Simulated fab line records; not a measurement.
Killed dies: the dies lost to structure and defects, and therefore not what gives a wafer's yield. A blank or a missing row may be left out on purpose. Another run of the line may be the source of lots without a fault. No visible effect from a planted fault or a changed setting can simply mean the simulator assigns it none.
Matching of chambers + flow n5Finfet + N5_HKMG_FIN_NWFM_ALD_20 on aldMetal-02 has 4 sister chambers
The step deposits TiAlC, target thk 2 nm, pulse time 3 s, purge time 2 s. 18 wafers are shown with their chamber, then 9 later ones without.

== WAFERS PAIRED WITH THEIR CHAMBERS ==
| wafer  | chamber | heaterPowerW (W) | precursorPulseHeightRel |
|--------|---------|------------------|-------------------------|
| L076.3 | 3       | 496              | 1.008                   |
| L076.4 | 0       | 576              | 1.000                   |
| L076.6 | 1       | 535              | 1.009                   |
| L078.2 | 2       | 485              | 0.963                   |
| L078.3 | 0       | 568              | 1.000                   |
| L078.6 | 3       | 492              | 0.996                   |
| L082.1 | 1       | 530              | 0.996                   |
| L082.3 | 2       | 479              | 0.991                   |
| L082.4 | 0       | 578              | 1.000                   |
| L084.1 | 3       | 490              | 0.989                   |
| L084.3 | 1       | 535              | 0.971                   |
| L084.4 | 2       | 485              | 0.960                   |
| L086.2 | 3       | 499              | 1.017                   |
| L086.4 | 2       | 483              | 0.998                   |
| L086.5 | 0       | 567              | 0.974                   |
| L088.2 | 1       | 523              | 1.002                   |
| L088.3 | 0       | 575              | 0.984                   |
| L088.6 | 3       | 490              | 1.000                   |

SIGNATURES (averages over the wafers above)
| reading                 | chamber 0 | chamber 1 | chamber 2 | chamber 3 | scatter within a chamber |
|-------------------------|-----------|-----------|-----------|-----------|--------------------------|
| heaterPowerW            | 572.80    | 530.75    | 483.00    | 493.40    | 4.49                     |
| precursorPulseHeightRel | 0.99160   | 0.99450   | 0.97800   | 1.00200   | 0.0146                   |
Rule: distance of a wafer from a chamber = root of the sum over the readings of ((wafer's reading minus chamber's mean) / reading's scatter) squared. The wafer belongs to the nearest chamber; if the next one is less than 2 further off, it can't be placed. The scatter is the square root of a quotient: the sum, over the shown wafers, of each reading's squared deviation from its chamber's mean, divided by wafers minus chambers.

== WAFERS WHOSE CHAMBER IS MISSING ==
| wafer  | heaterPowerW (W) | precursorPulseHeightRel |
|--------|------------------|-------------------------|
| L089.2 | 490              | 0.965                   |
| L089.3 | 490              | 0.973                   |
| L089.5 | 570              | 0.975                   |
| L094.1 | 491              | 1.013                   |
| L094.3 | 575              | 0.995                   |
| L094.4 | 549              | 0.997                   |
| L096.2 | 569              | 1.018                   |
| L096.5 | 576              | 1.025                   |
| L096.6 | 581              | 0.969                   |

== THE CHAMBER EACH PASSED THROUGH ==
| wafer  | from the rows above     | in truth                   |
|--------|-------------------------|----------------------------|
| L089.2 | can't be placed: 2 or 3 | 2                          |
| L089.3 | can't be placed: 2 or 3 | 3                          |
| L089.5 | 0                       | 0                          |
| L094.1 | 3                       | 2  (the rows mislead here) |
| L094.3 | 0                       | 0                          |
| L094.4 | can't be placed: 1 or 0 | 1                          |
| L096.2 | 0                       | 0                          |
| L096.5 | 0                       | 0                          |
| L096.6 | 0                       | 0                          |
Correct placement for 5 of the 9. Can't be placed from these rows: 3 (the true chamber is among the candidates in 3). Wrongly placed: 1.
